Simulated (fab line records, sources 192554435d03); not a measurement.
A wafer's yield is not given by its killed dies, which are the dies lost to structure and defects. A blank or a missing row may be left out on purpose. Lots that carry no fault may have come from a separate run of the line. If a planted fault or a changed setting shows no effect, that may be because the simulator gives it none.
A lot that was struck, set against a sound lot -- flow n5_finfet -- 38 out of 1938 route steps
Sound: the wafers L540.2, L540.3, L540.6. Wafers L538.2, L538.5, L538.6 were the ones struck. The cause is named last.
For every step that has rows: the tool of each side, followed by ch and its chambers, followed by its first start. Under that, the readings that differ: sound wafers -- struck wafers -- difference of the means -- sigmas: that difference in standard deviations of wafers without a fault.
alike: a reading whose means differ by less than 2 such deviations, as well as words and numbers matching on both sides. not compared: withheld readings; readings where some wafer has no value; bounds like >300 that might hide an equal value; numbers whose values overlap and for which the record gives no deviation.
A row with sigmas, a row that says differs or no value, or rows on one side alone: a step with any of these is where the two part. When numbers do not overlap yet have no deviation, they are printed without sigmas and do not part them. A reading missing from all wafers of one side parts the sides only when that side holds two or more wafers.

first, 9 steps without rows for these wafers: N5_BEOL_M4_ANNEAL_95 (time 240 s); N5_BEOL_M4_SPUTTER_96 (material Cu, target thk 4.5 nm, time 8.29 s); N5_BEOL_M4_ECD_50 (material Cu, target thk 300 nm); N5_BEOL_M4_ANNEAL_51 (time 90 s); N5_BEOL_M4_CMP_52 (polishes, stops on SiOC, t overpolish 6.8 s, target thk 40 nm); N5_BEOL_M4_PRE_CLEAN_60 (time 15 s); N5_BEOL_M4_CO_CAP_55 (material Co, precursor CCTBA/H2, target thk 2 nm, time 102.1 s); N5_BEOL_M4_PRE_CLEAN_56 (time 15 s); N5_BEOL_M4_DEP_57 (deposits SiCN from 3MS/NH3, target thk 8 nm, time 14 s).
N5_BEOL_M4_RC_MEAS_101:
  sound on prober-02 ch 0, day 12 15:23; struck on prober-02 ch 0, day 11 08:01
  alike: DIBL_N, DIBL_P, IOFF_N, IOFF_P, ION_N, ION_P, SS_N, SS_P, VT_N, VT_P
then, 24 steps without rows for these wafers: N5_BEOL_M5_ILD_DEP_00 (deposits SiCOH lowk from DEMS/porogen, target thk 140.64 nm, time 25.9 s); N5_BEOL_M5_CURE_79 (cures SiCOH lowk, time 240 s); N5_BEOL_M5_PECVD_70 (deposits SiO2 from TEOS/O2, target thk 16 nm, time 18 s); N5_BEOL_M5_HM_DEP_02 (deposits TiN, target thk 20 nm); N5_BEOL_M5_COAT_59 (time 60 s, resist thk 60 nm); N5_BEOL_M5_COAT_60 (time 60 s, resist thk 12 nm); N5_BEOL_M5_COAT_71 (time 60 s, resist thk 5 nm); N5_BEOL_M5_COAT_05 (resist thk 30 nm); N5_BEOL_M5_EBR_07; N5_BEOL_M5_SOFTBAKE_06 (time 60 s); N5_BEOL_M5_EXPOSE_08 (exposes mask M5, target cd 28 nm); N5_BEOL_M5_PEB_09 (peb time 60 s); N5_BEOL_M5_DEVELOP_10 (develop time 30 s); N5_BEOL_M5_DESCUM_16 (chemistry O2, time 7 s); N5_BEOL_M5_ETCH_72 (etches underlayer in N2/H2, target depth 6.5 nm, time 5.2 s); N5_BEOL_M5_ETCH_61 (etches SiARC in CF4, target depth 15.6 nm, time 26 s); N5_BEOL_M5_ETCH_62 (etches SOC in N2/H2, target depth 75 nm, overetch 15 nm, time 112.5 s); N5_BEOL_M5_STRIP_63 (strips in N2/H2); N5_BEOL_M5_STRIP_73 (strips in N2/H2); N5_BEOL_M5_STRIP_64 (strips in CF4); N5_BEOL_M5_HM_OPEN_17 (chemistry Cl2/BCl3, target TiN, target depth 20 nm, overetch 6 nm); N5_BEOL_M5_STRIP_19 (strips in O2); N5_BEOL_M5_COAT_65 (time 60 s, resist thk 60 nm); N5_BEOL_M5_COAT_66 (time 60 s, resist thk 12 nm).
N5_BEOL_M9_STRIP_19: strips in O2.
  sound on rie_diel-06 ch 0,3, day 14 11:29; struck on rie_diel-06 ch 0,3, day 13 05:23
  no value came back on the struck wafers for any of 7 readings (bias_power_w (W), chamber_pressure_mTorr (mTorr) and others); on the sound wafers bias_power_w (W) reads 0 0 0
reading,sound,struck,difference,sigmas
model.SOC_of_BEOL_M9_COAT_59.thk_nm (nm),0 0 0,91.8 92 92,+91.9,
  not compared: rf_hours_counter_h
N5_BEOL_M9_ETCH_66: etches SOC in N2/H2, target depth 80 nm, overetch 16 nm, time 120 s.
  sound on rie_diel-01 ch 0,2,3, day 14 13:11; struck on rie_diel-06 ch 0,3, day 13 07:20
reading,sound,struck,difference,sigmas
oes_product_au (a.u.),0.70 0.61 0.56,0.97 0.95 0.82,+0.29,+4
model.etch.depth_nm (nm),60.09 60.16 60.08,96.64 96.29 96.55,+36.38,
  alike: chamber_pressure_mTorr, drypump_motor_current_A, rf_vpp_V, showerhead_plenum_p_Torr, throttle_valve_pct
  not compared: rf_hours_counter_h
N5_BEOL_M9_VIA_ETCH_34: etches SiCOH lowk in C4F6/O2, target depth 182.4 nm, time 68.4 s.
  sound on rie_diel-01 ch 0,2,3, day 14 13:17; struck on rie_diel-06 ch 0,3, day 13 07:26
reading,sound,struck,difference,sigmas
oes_product_au (a.u.),0.91 0.78 0.72,0.36 0.35 0.31,-0.46,-5
  alike: chamber_pressure_mTorr, drypump_motor_current_A, mfc_ar_sccm, oes_f_703_au, oes_o_777_au, rf_vpp_V, showerhead_plenum_p_Torr, throttle_valve_pct
  not compared: rf_hours_counter_h
-- here the record skips 3 days between the struck wafers' starts before and after, leaving off in module BEOL_M9 and picking up in module PASSIVATION (first step shown: number 1936 of the route) --
N5_PASSIVATION_PROBE_49:
  record: rows for the struck wafers here (prober-01, day 15 22:53), none for the sound ones

## WHERE THEY PART
Earliest at N5_BEOL_M9_STRIP_19; latest, in this record, at N5_PASSIVATION_PROBE_49.

WHY: what the simulator had put in
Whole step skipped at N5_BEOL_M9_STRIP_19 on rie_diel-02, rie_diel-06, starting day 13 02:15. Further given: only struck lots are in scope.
